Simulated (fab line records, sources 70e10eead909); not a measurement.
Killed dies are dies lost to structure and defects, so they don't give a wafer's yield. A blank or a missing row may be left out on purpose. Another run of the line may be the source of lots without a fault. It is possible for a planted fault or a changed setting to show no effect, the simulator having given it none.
The tool behind it: which one? || flow nand-harc || Sampling: 12 lots, 36 wafers, 6 of 1302 route steps

== WHAT THE GAUGES READ, wafer by wafer ==
NHARC_P_BONDPAD_OVL_MEAS_38.
{"lot": "L235", "measured": "day 6 17:46", "on": "overlay-01", "overlay-x-nm (nm)": "12 12 12", "overlay-y-nm (nm)": "9 9 10"}
{"lot": "L236", "measured": "day 7 06:01", "on": "overlay-01", "overlay-x-nm (nm)": "7 7 7", "overlay-y-nm (nm)": "-3 -3 -3"}
{"lot": "L237", "measured": "day 7 18:34", "on": "overlay-02", "overlay-x-nm (nm)": "-3 -3 -3", "overlay-y-nm (nm)": "10 10 9"}
{"lot": "L238", "measured": "day 8 04:31", "on": "overlay-01", "overlay-x-nm (nm)": "5 5 6", "overlay-y-nm (nm)": "5 5 5"}
{"lot": "L239", "measured": "day 8 15:27", "on": "overlay-01", "overlay-x-nm (nm)": "6 6 6", "overlay-y-nm (nm)": "6 6 6"}
{"lot": "L246", "measured": "day 11 12:22", "on": "overlay-02", "overlay-x-nm (nm)": "73 74 74", "overlay-y-nm (nm)": "-6 -6 -6"}
{"lot": "L248", "measured": "day 12 18:02", "on": "overlay-01", "overlay-x-nm (nm)": "72 73 74", "overlay-y-nm (nm)": "9 9 8"}
{"lot": "L252", "measured": "day 13 21:31", "on": "overlay-02", "overlay-x-nm (nm)": "-8 -8 -8", "overlay-y-nm (nm)": "-10 -10 -9"}
{"lot": "L253", "measured": "day 14 10:43", "on": "overlay-02", "overlay-x-nm (nm)": "6 6 6", "overlay-y-nm (nm)": "-2 -2 -3"}
{"lot": "L254", "measured": "day 14 23:36", "on": "overlay-01", "overlay-x-nm (nm)": "-4 -4 -4", "overlay-y-nm (nm)": "5 5 6"}
{"lot": "L255", "measured": "day 15 06:40", "on": "overlay-01", "overlay-x-nm (nm)": "-2 -1 -2", "overlay-y-nm (nm)": "7 6 7"}
{"lot": "L257", "measured": "day 16 11:52", "on": "overlay-01", "overlay-x-nm (nm)": "-3 -3 -3", "overlay-y-nm (nm)": "-8 -7 -7"}

NHARC_END_SORT_01.
{"lot": "L239", "measured": "day 25 23:10", "on": "prober-02", "defect-limited-yield (%)": "86.9 87.0 87.0", "killed-at-array": "85 86 86", "killed-at-other": "0 0 0", "killed-at-periphery": "4 2 2", "killed-dies": "89 88 88", "killed-open": "3 1 5", "killed-short": "2 4 2"}
{"lot": "L246", "measured": "day 29 16:26", "on": "prober-02", "defect-limited-yield (%)": 91.1, "killed-at-array": 53, "killed-at-other": 1, "killed-at-periphery": 6, "killed-dies": 60, "killed-open": 2, "killed-short": 0}

== WHAT TOOL EACH LOT RAN ON (gives the tool, then ch and the chambers of the sampled wafers, and finally the start) ==
{"lot": "L235", "NHARC_P_M2_PVD_20": "pvd-sputter-02, day 6 17:32 or earlier", "NHARC_P_BONDPAD_EXPOSE_06": "krf-scanner-02 ch 0, day 6 17:32", "NHARC_P_BONDPAD_STRIP_15": "rie-diel-12 ch 1,2,3, day 6 18:18", "NHARC_P_BONDPAD_DEGAS_25": "pvd-sputter-01, day 6 18:51"}
{"lot": "L236", "NHARC_P_M2_PVD_20": "pvd-sputter-03, day 7 05:47 or earlier", "NHARC_P_BONDPAD_EXPOSE_06": "krf-scanner-03 ch 0, day 7 05:47", "NHARC_P_BONDPAD_STRIP_15": "rie-diel-12 ch 0,1,2, day 7 06:33", "NHARC_P_BONDPAD_DEGAS_25": "pvd-sputter-01, day 7 07:05"}
{"lot": "L237", "NHARC_P_M2_PVD_20": "pvd-sputter-03, day 7 18:20 or earlier", "NHARC_P_BONDPAD_EXPOSE_06": "krf-scanner-02 ch 0, day 7 18:20", "NHARC_P_BONDPAD_STRIP_15": "rie-diel-12 ch 0,1,2, day 7 19:05", "NHARC_P_BONDPAD_DEGAS_25": "pvd-sputter-01, day 7 19:38"}
{"lot": "L238", "NHARC_P_M2_PVD_20": "pvd-sputter-02, day 8 04:17 or earlier", "NHARC_P_BONDPAD_EXPOSE_06": "krf-scanner-01 ch 0, day 8 04:17", "NHARC_P_BONDPAD_STRIP_15": "rie-diel-12 ch 0,1,3, day 8 05:04", "NHARC_P_BONDPAD_DEGAS_25": "pvd-sputter-02, day 8 05:38"}
{"lot": "L239", "NHARC_P_M2_PVD_20": "pvd-sputter-02, day 8 15:13 or earlier", "NHARC_P_BONDPAD_EXPOSE_06": "krf-scanner-02 ch 0, day 8 15:13", "NHARC_P_BONDPAD_STRIP_15": "rie-diel-06 ch 0,2,3, day 8 15:59", "NHARC_P_BONDPAD_DEGAS_25": "pvd-sputter-01, day 8 16:31"}
{"lot": "L246", "NHARC_P_M2_PVD_20": "pvd-sputter-01, day 11 12:07 or earlier", "NHARC_P_BONDPAD_EXPOSE_06": "krf-scanner-02 ch 0, day 11 12:07", "NHARC_P_BONDPAD_STRIP_15": "rie-diel-09 ch 0,2,3, day 11 12:54", "NHARC_P_BONDPAD_DEGAS_25": "pvd-sputter-01, day 11 13:25"}
{"lot": "L248", "NHARC_P_M2_PVD_20": "pvd-sputter-02, day 12 17:47 or earlier", "NHARC_P_BONDPAD_EXPOSE_06": "krf-scanner-02 ch 0, day 12 17:47", "NHARC_P_BONDPAD_STRIP_15": "rie-diel-09 ch 0,1, day 12 18:35", "NHARC_P_BONDPAD_DEGAS_25": "pvd-sputter-01, day 12 19:09"}
{"lot": "L252", "NHARC_P_M2_PVD_20": "pvd-sputter-03, day 13 21:17 or earlier", "NHARC_P_BONDPAD_EXPOSE_06": "krf-scanner-01 ch 0, day 13 21:17", "NHARC_P_BONDPAD_STRIP_15": "rie-diel-09 ch 1,2, day 13 22:03", "NHARC_P_BONDPAD_DEGAS_25": "pvd-sputter-01, day 13 22:35"}
{"lot": "L253", "NHARC_P_M2_PVD_20": "pvd-sputter-01, day 14 10:29 or earlier", "NHARC_P_BONDPAD_EXPOSE_06": "krf-scanner-01 ch 0, day 14 10:29", "NHARC_P_BONDPAD_STRIP_15": "rie-diel-06 ch 0,1,3, day 14 11:13", "NHARC_P_BONDPAD_DEGAS_25": "pvd-sputter-01, day 14 11:49"}
{"lot": "L254", "NHARC_P_M2_PVD_20": "pvd-sputter-01, day 14 23:22 or earlier", "NHARC_P_BONDPAD_EXPOSE_06": "krf-scanner-03 ch 0, day 14 23:22", "NHARC_P_BONDPAD_STRIP_15": "rie-diel-12 ch 0,1,3, day 15 00:07", "NHARC_P_BONDPAD_DEGAS_25": "pvd-sputter-02, day 15 00:40"}
{"lot": "L255", "NHARC_P_M2_PVD_20": "pvd-sputter-02, day 15 06:26 or earlier", "NHARC_P_BONDPAD_EXPOSE_06": "krf-scanner-03 ch 0, day 15 06:26", "NHARC_P_BONDPAD_STRIP_15": "rie-diel-09 ch 0,1,3, day 15 07:11", "NHARC_P_BONDPAD_DEGAS_25": "pvd-sputter-03, day 15 07:44"}
{"lot": "L257", "NHARC_P_M2_PVD_20": "pvd-sputter-01, day 16 11:38 or earlier", "NHARC_P_BONDPAD_EXPOSE_06": "krf-scanner-01 ch 0, day 16 11:38", "NHARC_P_BONDPAD_STRIP_15": "rie-diel-12 ch 2,3, day 16 12:22", "NHARC_P_BONDPAD_DEGAS_25": "pvd-sputter-01, day 16 12:55"}
- NHARC_P_M2_PVD_20: deposits TaN, target thk 5 nm, time 8.06 s.
- NHARC_P_BONDPAD_EXPOSE_06: exposes mask P BPAD.
- NHARC_P_BONDPAD_STRIP_15: strips in O2.
- NHARC_P_BONDPAD_DEGAS_25: time 60 s.

== WHAT THE TOOLS THEMSELVES READ (means of the sampled wafers that have a number; where no wafer has one, the mark that the record gives instead) ==
NHARC_P_M2_PVD_20.
{"lot": "L235", "tool": "pvd-sputter-02", "bias-v (V)": 169.3, "throttle-valve-pct (%)": 31.3}
{"lot": "L236", "tool": "pvd-sputter-03", "bias-v (V)": 169.0, "throttle-valve-pct (%)": 30.3}
{"lot": "L237", "tool": "pvd-sputter-03", "bias-v (V)": 169.3, "throttle-valve-pct (%)": 30.2}
{"lot": "L238", "tool": "pvd-sputter-02", "bias-v (V)": 167.7, "throttle-valve-pct (%)": 30.1}
{"lot": "L239", "tool": "pvd-sputter-02", "bias-v (V)": 169.6, "throttle-valve-pct (%)": 30.2}
{"lot": "L246", "tool": "pvd-sputter-01", "bias-v (V)": 169.0, "throttle-valve-pct (%)": 31.1}
{"lot": "L248", "tool": "pvd-sputter-02", "bias-v (V)": 169.3, "throttle-valve-pct (%)": 30.0}
{"lot": "L252", "tool": "pvd-sputter-03", "bias-v (V)": 167.1, "throttle-valve-pct (%)": 30.9}
{"lot": "L253", "tool": "pvd-sputter-01", "bias-v (V)": 168.7, "throttle-valve-pct (%)": 31.4}
{"lot": "L254", "tool": "pvd-sputter-01", "bias-v (V)": 166.6, "throttle-valve-pct (%)": 30.9}
{"lot": "L255", "tool": "pvd-sputter-02", "bias-v (V)": 167.5, "throttle-valve-pct (%)": 31.3}
{"lot": "L257", "tool": "pvd-sputter-01", "bias-v (V)": 168.7, "throttle-valve-pct (%)": 31.0}

NHARC_P_BONDPAD_STRIP_15.
{"lot": "L235", "tool": "rie-diel-12", "drypump-motor-current-A (A)": 5.8, "oes-product-au (a.u.)": 1.011, "rf-vpp-V (V)": 57.2, "showerhead-plenum-p-Torr (Torr)": 3.49, "throttle-valve-pct (%)": 17.041}
{"lot": "L236", "tool": "rie-diel-12", "drypump-motor-current-A (A)": 5.6, "oes-product-au (a.u.)": 1.003, "rf-vpp-V (V)": 58.0, "showerhead-plenum-p-Torr (Torr)": 3.57, "throttle-valve-pct (%)": 17.034}
{"lot": "L237", "tool": "rie-diel-12", "drypump-motor-current-A (A)": 5.6, "oes-product-au (a.u.)": 1.008, "rf-vpp-V (V)": 57.3, "showerhead-plenum-p-Torr (Torr)": 3.57, "throttle-valve-pct (%)": 17.041}
{"lot": "L238", "tool": "rie-diel-12", "drypump-motor-current-A (A)": 5.6, "oes-product-au (a.u.)": 1.002, "rf-vpp-V (V)": 57.8, "showerhead-plenum-p-Torr (Torr)": 3.54, "throttle-valve-pct (%)": 17.035}
{"lot": "L239", "tool": "rie-diel-06", "drypump-motor-current-A (A)": 5.5, "oes-product-au (a.u.)": 0.997, "rf-vpp-V (V)": 57.7, "showerhead-plenum-p-Torr (Torr)": 3.58, "throttle-valve-pct (%)": 17.033}
{"lot": "L246", "tool": "rie-diel-09", "drypump-motor-current-A (A)": 6.2, "oes-product-au (a.u.)": 0.998, "rf-vpp-V (V)": 57.4, "showerhead-plenum-p-Torr (Torr)": 3.50, "throttle-valve-pct (%)": 17.039}
{"lot": "L248", "tool": "rie-diel-09", "drypump-motor-current-A (A)": 6.0, "oes-product-au (a.u.)": 1.001, "rf-vpp-V (V)": 57.3, "showerhead-plenum-p-Torr (Torr)": 3.45, "throttle-valve-pct (%)": 17.040}
{"lot": "L252", "tool": "rie-diel-09", "drypump-motor-current-A (A)": 5.2, "oes-product-au (a.u.)": 0.999, "rf-vpp-V (V)": 57.8, "showerhead-plenum-p-Torr (Torr)": 3.69, "throttle-valve-pct (%)": 17.038}
{"lot": "L253", "tool": "rie-diel-06", "drypump-motor-current-A (A)": 5.4, "oes-product-au (a.u.)": 0.997, "rf-vpp-V (V)": 57.4, "showerhead-plenum-p-Torr (Torr)": 3.53, "throttle-valve-pct (%)": 17.033}
{"lot": "L254", "tool": "rie-diel-12", "drypump-motor-current-A (A)": 5.6, "oes-product-au (a.u.)": 1.011, "rf-vpp-V (V)": 57.9, "showerhead-plenum-p-Torr (Torr)": 3.54, "throttle-valve-pct (%)": 17.048}
{"lot": "L255", "tool": "rie-diel-09", "drypump-motor-current-A (A)": 5.9, "oes-product-au (a.u.)": 1.007, "rf-vpp-V (V)": 57.9, "showerhead-plenum-p-Torr (Torr)": 3.48, "throttle-valve-pct (%)": 17.030}
{"lot": "L257", "tool": "rie-diel-12", "drypump-motor-current-A (A)": 6.2, "oes-product-au (a.u.)": 1.006, "rf-vpp-V (V)": 57.7, "showerhead-plenum-p-Torr (Torr)": 3.42, "throttle-valve-pct (%)": 17.029}

NHARC_P_BONDPAD_DEGAS_25.
{"lot": "L235", "tool": "pvd-sputter-01", "heater-power-w (W)": 420}
{"lot": "L236", "tool": "pvd-sputter-01", "heater-power-w (W)": 400}
{"lot": "L237", "tool": "pvd-sputter-01", "heater-power-w (W)": 519}
{"lot": "L238", "tool": "pvd-sputter-02", "heater-power-w (W)": 386}
{"lot": "L239", "tool": "pvd-sputter-01", "heater-power-w (W)": 461}
{"lot": "L246", "tool": "pvd-sputter-01", "heater-power-w (W)": 479}
{"lot": "L248", "tool": "pvd-sputter-01", "heater-power-w (W)": 477}
{"lot": "L252", "tool": "pvd-sputter-01", "heater-power-w (W)": 472}
{"lot": "L253", "tool": "pvd-sputter-01", "heater-power-w (W)": 446}
{"lot": "L254", "tool": "pvd-sputter-02", "heater-power-w (W)": 379}
{"lot": "L255", "tool": "pvd-sputter-03", "heater-power-w (W)": 470}
{"lot": "L257", "tool": "pvd-sputter-01", "heater-power-w (W)": 395}

== THE ANSWER, worked out from the rows above alone ==
Rule: usual is defined by the lots themselves. Put in order of their means at a reading, lots are off if they are a third of the lots or fewer, leave a main group of 4 or more, and stand apart from it by a gap of 3 or more times the standard deviation of the main group's means; of several such gaps the widest counts. The tables above print the reading to a certain number of digits; a main group whose means all agree to those digits is not used. Also off: a lot with no number at a reading for which 4 or more lots have one. All remaining lots with rows at the step are treated as sound. Order of review: gauges by route order, followed by the tools' own readings, for which a lot's mean as printed above is used. At the first step where some lot is off, the reading lying furthest off is the one used; lots without a number count as furthest.
Off: L246, L248 (NHARC_P_BONDPAD_OVL_MEAS_38, overlay-x-nm). The main group has a mean of 2 nm with a standard deviation of 6.1.
A tool fits if, at a process step before that reading, it ran every lot that is off, and no sound lot after the first of them. The gauges at NHARC_P_BONDPAD_OVL_MEAS_38 are tried like those tools. Because NHARC_P_M2_PVD_20 lacks a start for some lots, the hours and order of its lots are taken from NHARC_P_BONDPAD_EXPOSE_06. One fits: NHARC_P_BONDPAD_EXPOSE_06 on krf-scanner-02. A fault onset in the window from L239 (day 8 15:13, its last sound lot) to L246 (day 11 12:07, its first lot off) fits.

== WHAT THE SIMULATOR HAD INSERTED ==
Scanner matching overlay: krf-scanner-02, from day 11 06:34 on, at NHARC_P_BONDPAD_EXPOSE_06. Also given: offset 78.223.
Struck lots among those shown: L246, L248. This agrees with what the rule above found.
